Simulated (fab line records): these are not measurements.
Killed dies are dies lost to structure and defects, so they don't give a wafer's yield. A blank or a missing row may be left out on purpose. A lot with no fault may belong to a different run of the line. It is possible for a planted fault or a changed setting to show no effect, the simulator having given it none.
Which tool did it? / flow n5 finfet / 30 wafers from 10 lots sampled at 5 of the route's 1938 steps

== WHAT THE GAUGES SHOWED, per wafer ==
The record lacks any reading of a measuring or inspecting step that a usual standard deviation could be used to judge.

== TOOL THAT RAN EACH LOT (tool first, then ch and the chambers of the sampled wafers, then the start) ==
lot=L897; N5_PASSIVATION_PECVD_01=pecvd-02 ch 0,2, day 12 04:49; N5_PASSIVATION_DESCUM_12=rie diel-06 ch 0,1,3, day 12 07:46; N5_PASSIVATION_ETCH_15=rie diel-06 ch 0,1,3, day 12 08:09; N5_PASSIVATION_DEGAS_18=pvd sputter-01, day 12 09:07; N5_PASSIVATION_PROBE_49=prober-01, day 12 15:38
lot=L898; N5_PASSIVATION_PECVD_01=pecvd-04 ch 0,2, day 12 17:59; N5_PASSIVATION_DESCUM_12=rie diel-06 ch 1,3, day 12 18:36; N5_PASSIVATION_ETCH_15=rie diel-06 ch 1,3, day 12 19:00; N5_PASSIVATION_DEGAS_18=pvd sputter-02, day 12 19:11; N5_PASSIVATION_PROBE_49=prober-01, day 13 01:01
lot=L899; N5_PASSIVATION_PECVD_01=pecvd-02 ch 0,1, day 12 21:31; N5_PASSIVATION_DESCUM_12=rie diel-02 ch 0,1,2, day 12 22:20; N5_PASSIVATION_ETCH_15=rie diel-02 ch 0,1,2, day 12 22:44; N5_PASSIVATION_DEGAS_18=pvd sputter-03, day 13 00:13; N5_PASSIVATION_PROBE_49=-
lot=L900; N5_PASSIVATION_PECVD_01=pecvd-01 ch 0,2, day 13 06:10; N5_PASSIVATION_DESCUM_12=rie diel-02 ch 0,1,3, day 13 06:53; N5_PASSIVATION_ETCH_15=rie diel-02 ch 0,1,3, day 13 07:17; N5_PASSIVATION_DEGAS_18=pvd sputter-01, day 13 07:52; N5_PASSIVATION_PROBE_49=prober-02, day 13 14:22
lot=L902; N5_PASSIVATION_PECVD_01=pecvd-04 ch 0,1, day 14 09:02; N5_PASSIVATION_DESCUM_12=rie diel-06 ch 0,1,2, day 14 10:01; N5_PASSIVATION_ETCH_15=rie diel-06 ch 0,1,2, day 14 10:25; N5_PASSIVATION_DEGAS_18=pvd sputter-01, day 14 11:11; N5_PASSIVATION_PROBE_49=prober-01, day 14 17:19
lot=L904; N5_PASSIVATION_PECVD_01=pecvd-02 ch 0,2, day 14 18:01; N5_PASSIVATION_DESCUM_12=rie diel-05 ch 0,2, day 14 18:39; N5_PASSIVATION_ETCH_15=rie diel-05 ch 0,2, day 14 19:03; N5_PASSIVATION_DEGAS_18=pvd sputter-03, day 14 19:16; N5_PASSIVATION_PROBE_49=prober-02, day 15 01:10
lot=L905; N5_PASSIVATION_PECVD_01=pecvd-01 ch 0,1,2, day 15 01:54; N5_PASSIVATION_DESCUM_12=rie diel-05 ch 1,2,3, day 15 03:14; N5_PASSIVATION_ETCH_15=rie diel-05 ch 1,2,3, day 15 03:38; N5_PASSIVATION_DEGAS_18=pvd sputter-03, day 15 04:20; N5_PASSIVATION_PROBE_49=prober-01, day 15 10:24
lot=L911; N5_PASSIVATION_PECVD_01=pecvd-02 ch 0,1, day 16 13:02; N5_PASSIVATION_DESCUM_12=rie diel-02 ch 0,3, day 16 14:25; N5_PASSIVATION_ETCH_15=rie diel-02 ch 0,3, day 16 14:48; N5_PASSIVATION_DEGAS_18=pvd sputter-03, day 16 15:26; N5_PASSIVATION_PROBE_49=prober-02, day 16 21:32
lot=L918; N5_PASSIVATION_PECVD_01=pecvd-04 ch 0,1, day 17 21:55; N5_PASSIVATION_DESCUM_12=rie diel-05 ch 1,2, day 17 22:35; N5_PASSIVATION_ETCH_15=rie diel-05 ch 1,2, day 17 22:59; N5_PASSIVATION_DEGAS_18=pvd sputter-03, day 18 00:40; N5_PASSIVATION_PROBE_49=-
lot=L916; N5_PASSIVATION_PECVD_01=pecvd-04 ch 0,1,2, day 18 00:05; N5_PASSIVATION_DESCUM_12=rie diel-02 ch 0,2, day 18 00:56; N5_PASSIVATION_ETCH_15=rie diel-02 ch 0,2, day 18 01:20; N5_PASSIVATION_DEGAS_18=pvd sputter-02, day 18 01:37; N5_PASSIVATION_PROBE_49=-
- N5_PASSIVATION_PECVD_01: deposits SiNx from SiH4/NH3/N2, target thk 200 nm, time 43.2 s.
- N5_PASSIVATION_DESCUM_12: chemistry O2, time 7.9 s.
- N5_PASSIVATION_ETCH_15: etches SiCN in CF4/N2, target depth 75 nm, time 81.2 s.
- N5_PASSIVATION_DEGAS_18: time 60 s.
- N5_PASSIVATION_PROBE_49

== WHAT THE TOOLS THEMSELVES READ (means of the sampled wafers that have a number; where no wafer has one, the mark that the record gives instead) ==
N5_PASSIVATION_PECVD_01. Usual: heater power w 290 W, standard deviation 78; showerhead plenum p Torr 8.67 Torr, standard deviation 0.073; showerhead vpp V 2287 V, standard deviation 120; throttle valve pct 29.6 %, standard deviation 2.4.
lot=L897; tool=pecvd-02; heater power w (W)=293; showerhead plenum p Torr (Torr)=8.61; showerhead vpp V (V)=2353; throttle valve pct (%)=29.5; flag=
lot=L898; tool=pecvd-04; heater power w (W)=274; showerhead plenum p Torr (Torr)=8.66; showerhead vpp V (V)=2104; throttle valve pct (%)=27.9; flag=
lot=L899; tool=pecvd-02; heater power w (W)=250; showerhead plenum p Torr (Torr)=8.59; showerhead vpp V (V)=2273; throttle valve pct (%)=30.1; flag=
lot=L900; tool=pecvd-01; heater power w (W)=339; showerhead plenum p Torr (Torr)=8.65; showerhead vpp V (V)=2327; throttle valve pct (%)=26.8; flag=
lot=L902; tool=pecvd-04; heater power w (W)=249; showerhead plenum p Torr (Torr)=8.74; showerhead vpp V (V)=2203; throttle valve pct (%)=32.2; flag=
lot=L904; tool=pecvd-02; heater power w (W)=323; showerhead plenum p Torr (Torr)=8.64; showerhead vpp V (V)=2385; throttle valve pct (%)=28.7; flag=
lot=L905; tool=pecvd-01; heater power w (W)=343; showerhead plenum p Torr (Torr)=8.72; showerhead vpp V (V)=2382; throttle valve pct (%)=28.9; flag=
lot=L911; tool=pecvd-02; heater power w (W)=225; showerhead plenum p Torr (Torr)=8.60; showerhead vpp V (V)=2291; throttle valve pct (%)=29.9; flag=
lot=L918; tool=pecvd-04; heater power w (W)=238; showerhead plenum p Torr (Torr)=8.74; showerhead vpp V (V)=2253; throttle valve pct (%)=32.7; flag=
lot=L916; tool=pecvd-04; heater power w (W)=286; showerhead plenum p Torr (Torr)=8.70; showerhead vpp V (V)=2180; throttle valve pct (%)=30.4; flag=

N5_PASSIVATION_DESCUM_12. Usual: drypump motor current A 5.7 A, standard deviation 0.41; oes product au 0.80 a.u., standard deviation 0.093; rf vpp V 243.3 V, standard deviation 1.4; showerhead plenum p Torr 2.10 Torr, standard deviation 0.076; throttle valve pct 20.38 %, standard deviation 0.18.
lot=L897; tool=rie diel-06; drypump motor current A (A)=5.5; oes product au (a.u.)=0.83; rf vpp V (V)=242.9; showerhead plenum p Torr (Torr)=2.08; throttle valve pct (%)=20.34; flag=
lot=L898; tool=rie diel-06; drypump motor current A (A)=5.8; oes product au (a.u.)=0.87; rf vpp V (V)=242.6; showerhead plenum p Torr (Torr)=2.09; throttle valve pct (%)=20.18; flag=
lot=L899; tool=rie diel-02; drypump motor current A (A)=6.0; oes product au (a.u.)=0.83; rf vpp V (V)=244.2; showerhead plenum p Torr (Torr)=2.14; throttle valve pct (%)=20.47; flag=
lot=L900; tool=rie diel-02; drypump motor current A (A)=5.8; oes product au (a.u.)=0.79; rf vpp V (V)=243.7; showerhead plenum p Torr (Torr)=2.13; throttle valve pct (%)=20.53; flag=
lot=L902; tool=rie diel-06; drypump motor current A (A)=5.7; oes product au (a.u.)=0.83; rf vpp V (V)=241.7; showerhead plenum p Torr (Torr)=2.01; throttle valve pct (%)=20.24; flag=
lot=L904; tool=rie diel-05; drypump motor current A (A)=5.4; oes product au (a.u.)=0.80; rf vpp V (V)=242.7; showerhead plenum p Torr (Torr)=2.04; throttle valve pct (%)=20.36; flag=
lot=L905; tool=rie diel-05; drypump motor current A (A)=5.7; oes product au (a.u.)=0.80; rf vpp V (V)=243.7; showerhead plenum p Torr (Torr)=2.09; throttle valve pct (%)=20.25; flag=
lot=L911; tool=rie diel-02; drypump motor current A (A)=6.2; oes product au (a.u.)=0.81; rf vpp V (V)=243.3; showerhead plenum p Torr (Torr)=2.12; throttle valve pct (%)=20.48; flag=
lot=L918; tool=rie diel-05; drypump motor current A (A)=5.7; oes product au (a.u.)=0.72; rf vpp V (V)=242.4; showerhead plenum p Torr (Torr)=2.03; throttle valve pct (%)=20.29; flag=
lot=L916; tool=rie diel-02; drypump motor current A (A)=6.4; oes product au (a.u.)=0.82; rf vpp V (V)=243.9; showerhead plenum p Torr (Torr)=2.13; throttle valve pct (%)=20.46; flag=

N5_PASSIVATION_ETCH_15. Usual: value, then standard deviation, for each; bias w 70.00 W / 0.21; drypump motor current A 5.7 A / 0.41; mfc ar sccm 100.0 sccm / 0.32; oes product au 0.81 a.u. / 0.093; rf vpp V 382.4 V / 2; showerhead plenum p Torr 2.21 Torr / 0.073; throttle valve pct 15.42 % / 0.18.
lot=L897; tool=rie diel-06; bias w (W)=69.99; drypump motor current A (A)=5.5; mfc ar sccm (sccm)=100.1; oes product au (a.u.)=0.84; rf vpp V (V)=382.3; showerhead plenum p Torr (Torr)=2.19; throttle valve pct (%)=15.39; flag=
lot=L898; tool=rie diel-06; bias w (W)=69.77; drypump motor current A (A)=5.8; mfc ar sccm (sccm)=100.0; oes product au (a.u.)=0.88; rf vpp V (V)=383.1; showerhead plenum p Torr (Torr)=2.21; throttle valve pct (%)=15.22; flag=
lot=L899; tool=rie diel-02; bias w (W)=70.04; drypump motor current A (A)=6.0; mfc ar sccm (sccm)=100.0; oes product au (a.u.)=0.83; rf vpp V (V)=383.8; showerhead plenum p Torr (Torr)=2.25; throttle valve pct (%)=15.46; flag=
lot=L900; tool=rie diel-02; bias w (W)=70.18; drypump motor current A (A)=5.8; mfc ar sccm (sccm)=100.0; oes product au (a.u.)=0.79; rf vpp V (V)=383.1; showerhead plenum p Torr (Torr)=2.24; throttle valve pct (%)=15.51; flag=
lot=L902; tool=rie diel-06; bias w (W)=69.97; drypump motor current A (A)=5.7; mfc ar sccm (sccm)=100.4; oes product au (a.u.)=0.85; rf vpp V (V)=380.8; showerhead plenum p Torr (Torr)=2.13; throttle valve pct (%)=15.32; flag=
lot=L904; tool=rie diel-05; bias w (W)=69.87; drypump motor current A (A)=5.4; mfc ar sccm (sccm)=100.0; oes product au (a.u.)=0.81; rf vpp V (V)=381.5; showerhead plenum p Torr (Torr)=2.17; throttle valve pct (%)=15.43; flag=
lot=L905; tool=rie diel-05; bias w (W)=69.98; drypump motor current A (A)=5.7; mfc ar sccm (sccm)=100.1; oes product au (a.u.)=0.81; rf vpp V (V)=382.8; showerhead plenum p Torr (Torr)=2.21; throttle valve pct (%)=15.32; flag=
lot=L911; tool=rie diel-02; bias w (W)=73.77; drypump motor current A (A)=6.2; mfc ar sccm (sccm)=100.1; oes product au (a.u.)=0.83; rf vpp V (V)=395.0; showerhead plenum p Torr (Torr)=2.23; throttle valve pct (%)=15.42; flag=OFF
lot=L918; tool=rie diel-05; bias w (W)=69.98; drypump motor current A (A)=5.6; mfc ar sccm (sccm)=100.1; oes product au (a.u.)=0.73; rf vpp V (V)=380.3; showerhead plenum p Torr (Torr)=2.16; throttle valve pct (%)=15.45; flag=
lot=L916; tool=rie diel-02; bias w (W)=73.80; drypump motor current A (A)=6.4; mfc ar sccm (sccm)=99.9; oes product au (a.u.)=0.85; rf vpp V (V)=396.4; showerhead plenum p Torr (Torr)=2.23; throttle valve pct (%)=15.41; flag=OFF

N5_PASSIVATION_DEGAS_18. Usual: heater power w 481 W, standard deviation 38.
lot=L897; tool=pvd sputter-01; heater power w (W)=476; flag=
lot=L898; tool=pvd sputter-02; heater power w (W)=485; flag=
lot=L899; tool=pvd sputter-03; heater power w (W)=499; flag=
lot=L900; tool=pvd sputter-01; heater power w (W)=434; flag=
lot=L902; tool=pvd sputter-01; heater power w (W)=472; flag=
lot=L904; tool=pvd sputter-03; heater power w (W)=483; flag=
lot=L905; tool=pvd sputter-03; heater power w (W)=480; flag=
lot=L911; tool=pvd sputter-03; heater power w (W)=480; flag=
lot=L918; tool=pvd sputter-03; heater power w (W)=486; flag=
lot=L916; tool=pvd sputter-02; heater power w (W)=483; flag=

N5_PASSIVATION_PROBE_49. Usual: defect limited yield 91.7 %, standard deviation 1.2; killed_at_M0_to_M3 33, standard deviation 9.5; killed_at_M4_up 13, standard deviation 4.9; killed at contacts 13, standard deviation 6.6; killed at front end 36, standard deviation 11; killed at other 3.0, standard deviation 2.6; killed dies 97, standard deviation 14; killed on rim 13, standard deviation 3.8; killed open 65, standard deviation 11; killed short 31, standard deviation 6.6; sort_bin_5_function 4.8 %, standard deviation 0.82; sort_bin_6_memory 3.1 %, standard deviation 0.58; sort_bin_8_speed 0.00 %, standard deviation 0.02; sort n pass 1083, standard deviation 14; sort yield pct 91.7 %, standard deviation 1.2.
lot=L897; tool=prober-01; defect limited yield (%)=92.0; killed_at_M0_to_M3=43; killed_at_M4_up=9; killed at contacts=15; killed at front end=23; killed at other=4.0; killed dies=95; killed on rim=11; killed open=63; killed short=29; sort_bin_5_function (%)=4.8; sort_bin_6_memory (%)=3.0; sort_bin_8_speed (%)=0.00; sort n pass=1085; sort yield pct (%)=92.0; flag=
lot=L898; tool=prober-01; defect limited yield (%)=93.2; killed_at_M0_to_M3=25; killed_at_M4_up=13; killed at contacts=5; killed at front end=34; killed at other=4.7; killed dies=81; killed on rim=8; killed open=53; killed short=27; sort_bin_5_function (%)=3.8; sort_bin_6_memory (%)=2.9; sort_bin_8_speed (%)=0.00; sort n pass=1099; sort yield pct (%)=93.2; flag=
lot=L900; tool=prober-02; defect limited yield (%)=92.4; killed_at_M0_to_M3=26; killed_at_M4_up=14; killed at contacts=16; killed at front end=32; killed at other=1.0; killed dies=89; killed on rim=12; killed open=61; killed short=27; sort_bin_5_function (%)=4.4; sort_bin_6_memory (%)=2.7; sort_bin_8_speed (%)=0.00; sort n pass=1091; sort yield pct (%)=92.4; flag=
lot=L902; tool=prober-01; defect limited yield (%)=92.1; killed_at_M0_to_M3=39; killed_at_M4_up=7; killed at contacts=10; killed at front end=33; killed at other=4.0; killed dies=93; killed on rim=15; killed open=65; killed short=28; sort_bin_5_function (%)=4.7; sort_bin_6_memory (%)=2.8; sort_bin_8_speed (%)=0.00; sort n pass=1087; sort yield pct (%)=92.1; flag=
lot=L904; tool=prober-02; defect limited yield (%)=91.4; killed_at_M0_to_M3=26; killed_at_M4_up=23; killed at contacts=26; killed at front end=24; killed at other=2.3; killed dies=102; killed on rim=16; killed open=71; killed short=30; sort_bin_5_function (%)=4.8; sort_bin_6_memory (%)=3.5; sort_bin_8_speed (%)=0.00; sort n pass=1078; sort yield pct (%)=91.4; flag=
lot=L905; tool=prober-01; defect limited yield (%)=92.0; killed_at_M0_to_M3=33; killed_at_M4_up=11; killed at contacts=13; killed at front end=34; killed at other=3.0; killed dies=94; killed on rim=11; killed open=68; killed short=23; sort_bin_5_function (%)=5.2; sort_bin_6_memory (%)=2.6; sort_bin_8_speed (%)=0.00; sort n pass=1086; sort yield pct (%)=92.0; flag=
lot=L911; tool=prober-02; defect limited yield (%)=90.8; killed_at_M0_to_M3=37; killed_at_M4_up=12; killed at contacts=21; killed at front end=37; killed at other=0.7; killed dies=108; killed on rim=13; killed open=76; killed short=31; sort_bin_5_function (%)=5.5; sort_bin_6_memory (%)=3.2; sort_bin_8_speed (%)=0.00; sort n pass=1072; sort yield pct (%)=90.8; flag=

== THE ANSWER, worked out from the rows above alone ==
Rule: lot off if the mean of its wafers having a number is beyond 3 standard deviations from the usual mean. Also off: a lot with no number at a reading for which 4 or more lots have one. All remaining lots with rows at the step are treated as sound. First the gauges in route order, then the tools' own readings, where a lot's mean is used as printed above. The first step at which some lot is off is used, and at that step the reading that is off furthest; a lot without a number counts as furthest.
Off at N5_PASSIVATION_ETCH_15 (bias w): L911, L916.
If a tool, at that step or one of the process steps before it, ran each lot that is off and ran no sound lot following the first of them, it fits. One fits: rie diel-02 at N5_PASSIVATION_DESCUM_12 and N5_PASSIVATION_ETCH_15. At N5_PASSIVATION_DESCUM_12 its last sound lot is L900 (day 13 06:53), its first lot that is off L911 (day 16 14:25): a fault that began between those two fits.

== WHAT HAD BEEN PUT IN BY THE SIMULATOR ==
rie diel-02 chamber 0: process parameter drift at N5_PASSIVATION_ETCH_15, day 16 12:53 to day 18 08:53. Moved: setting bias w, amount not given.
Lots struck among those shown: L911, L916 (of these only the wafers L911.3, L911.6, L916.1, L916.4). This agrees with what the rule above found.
